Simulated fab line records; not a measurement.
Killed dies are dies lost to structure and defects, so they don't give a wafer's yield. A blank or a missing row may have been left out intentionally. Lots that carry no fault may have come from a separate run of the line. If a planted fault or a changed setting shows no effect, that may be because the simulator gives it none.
Which tool is to blame?	flow nand harc	Sampling: 14 lots, 42 wafers, 4 of 1302 route steps

== WHAT THE GAUGES SHOWED, per wafer ==
No reading from a measuring or inspecting step in the record can be judged against a usual standard deviation.

== WHICH TOOL RAN EACH LOT (tool, then ch and the chambers of the sampled wafers, then the start) ==
lot	NHARC_A_STAIRCASE_TRIM_14	NHARC_A_STAIRCASE_TRIM_22	NHARC_A_STAIRCASE_TRIM_26	NHARC_A_STAIRCASE_EXPOSE_181
L875	rie diel-04 ch 0,1,3, day 15 19:24 or earlier	rie diel-04 ch 0,1, day 15 19:24 or earlier	rie diel-04 ch 1,3, day 15 19:24 or earlier	krf scanner-02 ch 0, day 15 19:24
L876	rie diel-07 ch 1,2, day 16 05:08 or earlier	rie diel-07 ch 0,1, day 16 05:08 or earlier	rie diel-07 ch 0,1,3, day 16 05:08 or earlier	krf scanner-04 ch 0, day 16 05:08
L877	rie diel-04 ch 0,1,3, day 16 23:48 or earlier	rie diel-10 ch 1,2, day 16 23:48	rie diel-10 ch 1,2, day 17 02:04 or earlier	krf scanner-02 ch 0, day 17 02:04
L880	rie diel-04 ch 0,2,3, day 17 11:34 or earlier	rie diel-04 ch 0,2,3, day 17 11:34 or earlier	rie diel-04 ch 1,2,3, day 17 11:34 or earlier	krf scanner-04 ch 0, day 17 11:34
L881	rie diel-07 ch 1,2,3, day 18 04:01 or earlier	rie diel-04 ch 2,3, day 18 04:01 or earlier	rie diel-04 ch 0,1,3, day 18 04:01 or earlier	krf scanner-02 ch 0, day 18 04:01
L888	rie diel-04 ch 1,2, day 21 13:13 or earlier	rie diel-04 ch 1,2,3, day 21 13:13 or earlier	rie diel-04 ch 1,2,3, day 21 13:13 or earlier	krf scanner-04, day 21 13:13
L889	rie diel-04 ch 0,1,3, day 21 23:54 or earlier	rie diel-04 ch 2,3, day 21 23:54 or earlier	rie diel-04 ch 0,1,2, day 21 23:54 or earlier	krf scanner-02, day 21 23:54
L891	rie diel-07 ch 2,3, day 22 17:16 or earlier	rie diel-04 ch 1,2, day 22 17:16 or earlier	rie diel-04 ch 0,1, day 22 17:16 or earlier	krf scanner-02 ch 0, day 22 17:16
L893	rie diel-07 ch 0,2,3, day 23 04:01 or earlier	rie diel-04 ch 0,2, day 23 04:01 or earlier	rie diel-04 ch 1,2,3, day 23 04:01 or earlier	krf scanner-02 ch 0, day 23 04:01
L895	rie diel-04 ch 0,1, day 23 23:19 or earlier	rie diel-04 ch 0,2,3, day 23 23:19 or earlier	rie diel-04 ch 1,2, day 23 23:19 or earlier	krf scanner-03 ch 0, day 23 23:19
L894	rie diel-04 ch 1,2,3, day 23 23:47 or earlier	rie diel-10 ch 0,3, day 23 23:47 or earlier	rie diel-10 ch 0,1, day 23 23:47 or earlier	krf scanner-02 ch 0, day 23 23:47
L897	rie diel-10 ch 0,1,2, day 24 18:03 or earlier	rie diel-10 ch 0,1,3, day 24 18:03 or earlier	rie diel-10 ch 0,1,3, day 24 18:03 or earlier	krf scanner-02 ch 0, day 24 18:03
L896	rie diel-04 ch 1,3, day 24 22:07 or earlier	rie diel-10 ch 1,3, day 24 22:07 or earlier	rie diel-10 ch 0,2,3, day 24 22:07 or earlier	krf scanner-02 ch 0, day 24 22:07
L898	rie diel-07 ch 2,3, day 25 18:16 or earlier	rie diel-07 ch 0,1, day 25 18:16 or earlier	rie diel-07 ch 0,2,3, day 25 18:16 or earlier	krf scanner-04 ch 0, day 25 18:16
- NHARC_A_STAIRCASE_TRIM_14: chemistry O2, time 211.2 s.
- NHARC_A_STAIRCASE_TRIM_22: chemistry O2, time 211.2 s.
- NHARC_A_STAIRCASE_TRIM_26: chemistry O2, time 211.2 s.
- NHARC_A_STAIRCASE_EXPOSE_181: exposes mask STAIR 2.

== WHAT THE TOOLS THEMSELVES READ (means of the sampled wafers that have a number; where no wafer has one, the mark that the record gives instead) ==
NHARC_A_STAIRCASE_TRIM_14.
lot	tool	drypump motor current A (A)	oes product au (a.u.)	rf vpp V (V)	showerhead plenum p Torr (Torr)	throttle valve pct (%)
L875	rie diel-04	5.3	1.004	57.9	3.57	17.038
L876	rie diel-07	5.8	1.010	57.2	3.47	17.043
L877	rie diel-04	5.2	1.009	57.5	3.56	17.037
L880	rie diel-04	5.5	0.996	58.4	3.61	17.038
L881	rie diel-07	5.9	1.004	57.0	3.45	17.038
L888	rie diel-04	5.5	1.009	57.3	3.39	17.038
L889	rie diel-04	5.2	1.000	57.0	3.54	17.034
L891	rie diel-07	6.0	0.995	57.3	3.44	17.038
L893	rie diel-07	6.2	0.996	57.3	3.52	17.029
L895	rie diel-04	4.9	1.001	57.4	3.44	17.040
L894	rie diel-04	5.6	1.016	57.2	3.43	17.036
L897	rie diel-10	5.8	1.008	56.7	3.40	17.032
L896	rie diel-04	5.8	1.000	57.9	3.48	17.032
L898	rie diel-07	6.0	1.009	57.2	3.43	17.036

NHARC_A_STAIRCASE_TRIM_22.
lot	tool	drypump motor current A (A)	oes product au (a.u.)	rf vpp V (V)	showerhead plenum p Torr (Torr)	throttle valve pct (%)
L875	rie diel-04	4.7	1.007	58.1	3.62	17.037
L876	rie diel-07	6.0	1.003	58.5	3.55	17.039
L877	rie diel-10	5.6	1.001	57.1	3.36	17.032
L880	rie diel-04	5.5	1.007	58.6	3.61	17.038
L881	rie diel-04	6.1	1.003	58.3	3.55	17.044
L888	rie diel-04	5.6	1.008	57.5	3.44	17.026
L889	rie diel-04	6.1	0.997	57.5	3.53	17.037
L891	rie diel-04	5.3	1.001	56.2	3.34	17.040
L893	rie diel-04	5.4	0.994	58.2	3.53	17.038
L895	rie diel-04	5.5	1.001	57.8	3.58	17.040
L894	rie diel-10	5.8	0.997	57.6	3.42	17.038
L897	rie diel-10	5.7	1.004	56.9	3.42	17.034
L896	rie diel-10	5.3	1.000	58.0	3.38	17.045
L898	rie diel-07	6.2	1.004	57.5	3.60	17.034

NHARC_A_STAIRCASE_TRIM_26.
lot	tool	drypump motor current A (A)	oes product au (a.u.)	rf vpp V (V)	showerhead plenum p Torr (Torr)	throttle valve pct (%)
L875	rie diel-04	5.8	1.008	57.4	3.51	17.029
L876	rie diel-07	6.1	1.005	57.7	3.53	17.038
L877	rie diel-10	5.5	1.006	57.2	3.39	17.037
L880	rie diel-04	5.6	1.008	57.0	3.45	17.039
L881	rie diel-04	5.2	0.995	58.0	3.56	17.044
L888	rie diel-04	5.6	0.997	57.3	3.44	17.042
L889	rie diel-04	5.1	0.997	58.3	3.49	17.042
L891	rie diel-04	4.8	0.995	57.0	3.44	17.035
L893	rie diel-04	5.7	0.996	57.6	3.43	17.033
L895	rie diel-04	5.2	0.994	57.6	3.33	17.034
L894	rie diel-10	5.6	0.999	57.8	3.43	17.031
L897	rie diel-10	5.7	1.005	57.1	3.42	17.042
L896	rie diel-10	5.9	1.009	57.5	3.40	17.030
L898	rie diel-07	6.2	1.005	57.6	3.51	17.029

NHARC_A_STAIRCASE_EXPOSE_181.
lot	tool	exposure dose mJ cm2	focus offset nm (nm)
L875	krf scanner-02	27.855	0.3
L876	krf scanner-04	27.865	0.0
L877	krf scanner-02	27.832	0.1
L880	krf scanner-04	27.875	0.3
L881	krf scanner-02	27.874	-0.4
L888	krf scanner-04	-	-
L889	krf scanner-02	-	-
L891	krf scanner-02	27.920	-0.1
L893	krf scanner-02	27.906	0.5
L895	krf scanner-03	27.869	0.0
L894	krf scanner-02	27.905	-0.3
L897	krf scanner-02	27.880	0.4
L896	krf scanner-02	27.865	0.2
L898	krf scanner-04	27.840	-0.0

== THE ANSWER, worked out from the rows above alone ==
Rule: the usual values come from the lots themselves. Put in order of their means at a reading, lots are off if they are a third of the lots or fewer, leave a main group of 4 or more, and stand apart from it by a gap of 3 or more times the standard deviation of the main group's means; of several such gaps the widest counts. A main group is skipped when, at the precision printed for the reading in the tables above, its means are all equal. A lot without any number at a reading at which 4 lots or more have one is off too. The other lots that the step has rows for count as sound. After the gauges, taken in route order, come the tools' own readings; for these a lot's mean is taken, as printed above. The first step at which some lot is off is used, and at that step the reading that is off furthest; a lot without a number counts as furthest.
Off, at NHARC_A_STAIRCASE_EXPOSE_181 on exposure dose mJ cm2: L888, L889. Without a number there: L888, L889. The main group has a mean of 27.874 with a standard deviation of 0.025.
If a tool, at that step or one of the process steps before it, ran each lot that is off and ran no sound lot following the first of them, it fits. With no start given for some of its lots, NHARC_A_STAIRCASE_TRIM_14 uses the hours and lot order of NHARC_A_STAIRCASE_EXPOSE_181. With no start given for some of its lots, NHARC_A_STAIRCASE_TRIM_22 uses the hours and lot order of NHARC_A_STAIRCASE_EXPOSE_181. With no start given for some of its lots, NHARC_A_STAIRCASE_TRIM_26 uses the hours and lot order of NHARC_A_STAIRCASE_EXPOSE_181. Of those tried, none fits.

== WHAT THE SIMULATOR HAD PUT IN ==
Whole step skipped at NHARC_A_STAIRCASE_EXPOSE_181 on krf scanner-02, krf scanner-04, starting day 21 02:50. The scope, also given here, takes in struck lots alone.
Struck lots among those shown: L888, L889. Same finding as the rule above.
